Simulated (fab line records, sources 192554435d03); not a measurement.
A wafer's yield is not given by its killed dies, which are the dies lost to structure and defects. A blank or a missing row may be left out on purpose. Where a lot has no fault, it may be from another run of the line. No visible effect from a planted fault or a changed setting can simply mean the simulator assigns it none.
Comparing a struck lot with a sound one	flow n5Finfet	15 out of 1938 route steps
Sound: the wafers L290.1, L290.3, L290.5. Struck: wafer L308.6 (left out: L308.5, a lot-mate that was not struck); the cause follows at the end.
Per side, at each step with rows, come the tool, then ch with its chambers, and then its first start. Under that, the readings that differ: sound wafers	struck wafers	difference of the means	sigmas: that difference in standard deviations of wafers without a fault.
alike: same words and numbers on both sides, and readings whose means sit less than 2 such deviations apart. not compared: any withheld reading, any reading some wafer has no value for, any bound like >300 that may hide the same value, and any number with overlapping values for which the record gives no deviation.
A row with sigmas, a row that says differs or no value, or rows on one side alone: a step with any of these is where the two part. When numbers do not overlap yet have no deviation, they are printed without sigmas and do not part them. Lack of a reading on every wafer of one side parts them only where that side has two or more wafers.

first, 2 steps without rows for these wafers: N5_BEOL_M9_CURE_72 (cures SiCOH lowk, time 120 s); N5_BEOL_M9_DEGAS_44 (time 60 s).
N5_BEOL_M9_PRE_CLEAN_45: time 30 s.
  sound on pvdSputter-03 at day 10 03:53; struck on pvdSputter-03 at day 14 02:56
  alike: heaterPowerW
N5_BEOL_M9_ALD_74: deposits TaN, target thk 2 nm, pulse time 2 s, purge time 3 s.
  sound on aldMetal-04 ch 0,1,3, day 10 03:57; struck on aldMetal-03 ch 1, day 14 03:07
  alike: heaterPowerW
N5_BEOL_M9_SURFACE_TREAT_79:
  sound on pvdSputter-03 at day 10 04:14; struck on pvdSputter-03 at day 14 03:26
  not compared: throttleValvePct
then, 1 step without rows for these wafers: N5_BEOL_M9_CVD_78 (deposits Co from CCTBA/H2, target thk 2 nm, time 138.9 s).
N5_BEOL_M9_SPUTTER_48: material Cu, target thk 12 nm, time 2 s.
  sound on pvdSputter-01 at day 10 04:25; struck on pvdSputter-02 at day 14 04:02
  alike: chuckSensorTempC, throttleValvePct
then, 2 steps without rows for these wafers: N5_BEOL_M9_ECD_50 (material Cu, target thk 318 nm); N5_BEOL_M9_ANNEAL_51 (time 90 s).
N5_BEOL_M9_CMP_52: polishes, stops on SiCOH lowk, t overpolish 7 s, target thk 140 nm.
  sound on cmp-02 ch 0,1,2, day 10 07:47; struck on cmp-04 ch 2, day 14 04:50
  alike: barrierFieldEndpointS, motorCurrentA, overpolishRunS, timeToEndpointS
N5_BEOL_M9_THK_MEAS_53: measures by xrf.
  sound on filmMetro-01 at day 10 08:03; struck on filmMetro-01 at day 14 04:59
  alike: M9_THK
then, 1 step without rows for these wafers: N5_BEOL_M9_PRE_CLEAN_55 (time 15 s).
N5_BEOL_M9_DEP_56: deposits SiCN from 3MS/NH3, target thk 15 nm, time 26.5 s.
  sound on pecvd-01 ch 0,1,2, day 10 08:07; struck on pecvd-04 ch 2, day 14 05:04
reading	sound	struck	difference	sigmas
throttleValvePct (%)	8.7 10.1 8.6	7.9	-1.2	-2
model.SiCN_of_BEOL_M9_DEP_56.thkNm (nm)	15.2 15 15.4	20	+5	
  alike: rfFwdPowerW, showerheadPlenumPTorr
N5_BEOL_M9_RS_MEAS_57: the measuring method here is four-point-probe.
  sound on filmMetro-02 at day 10 08:11; struck on filmMetro-01 at day 14 05:08
reading	sound	struck	difference	sigmas
M9_RS (ohm/sq)	0.144 0.153 0.146	0.154	+0.006	+2
-- the record jumps here: 2 days lie between the struck wafers' starts before and after (it left off in module BEOL_M9 and takes up again in module PASSIVATION, whose first step shown is number 1936 of the route) --
N5_PASSIVATION_PROBE_49:
  record: rows for the struck wafers here (prober-01, day 16 12:16), none for the sound ones

WHERE THEY PART
Last at N5_PASSIVATION_PROBE_49 as far as this record goes, first at N5_BEOL_M9_DEP_56.

WHY: what had been put in by the simulator
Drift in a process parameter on pecvd-04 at N5_BEOL_M9_DEP_56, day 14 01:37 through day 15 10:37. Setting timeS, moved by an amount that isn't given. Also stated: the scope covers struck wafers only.
